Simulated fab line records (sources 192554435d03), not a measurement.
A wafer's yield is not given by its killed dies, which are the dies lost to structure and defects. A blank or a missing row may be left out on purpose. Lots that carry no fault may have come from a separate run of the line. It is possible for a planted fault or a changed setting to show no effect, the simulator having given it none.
Matching of chambers -- flow n5 finfet -- N5_BEOL_M6_DEP_56 on pecvd-02: 3 sister chambers
The step deposits SiCN from 3MS/NH3, target thk 10 nm, time 17.5 s. 3 wafers are shown with their chamber, then 8 later ones without.

## WAFERS, EACH WITH ITS CHAMBER
wafer,chamber,throttle valve pct (%)
L083.6,2,8.9
L084.5,1,9.3
L089.1,0,9.4

## WAFERS MISSING THEIR CHAMBER
wafer,throttle valve pct (%)
L089.3,8.8
L089.5,9.1
L093.2,8.6
L093.3,8.9
L093.6,9.1
L097.2,9.2
L097.3,9.1
L097.6,9.1

## THE CHAMBER EACH PASSED THROUGH
wafer,from the rows above,in truth
L089.3,2,2
L089.5,can't be placed: 2 or 1 or 0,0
L093.2,2,2
L093.3,2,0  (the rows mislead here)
L093.6,can't be placed: 2 or 1 or 0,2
L097.2,can't be placed: 1 or 0 or 2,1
L097.3,can't be placed: 2 or 1 or 0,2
L097.6,can't be placed: 2 or 1 or 0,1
Placed correctly: 2 of 8. Unplaceable from these rows: 5, with the true chamber sitting among the candidates in 5. Number placed wrongly: 1.
How it was worked out, from the rows above alone: a wafer's distance from a chamber is the root of the sum, over the readings, of the square of ((its reading less the chamber's mean) divided by the reading's scatter). The wafer belongs to the nearest chamber; if the next one is less than 2 further off, it can't be placed. A chamber's mean is the mean of its shown wafers. The scatter: root of mean squared gap, hidden wafer to nearest shown wafer, with one shown wafer a chamber.
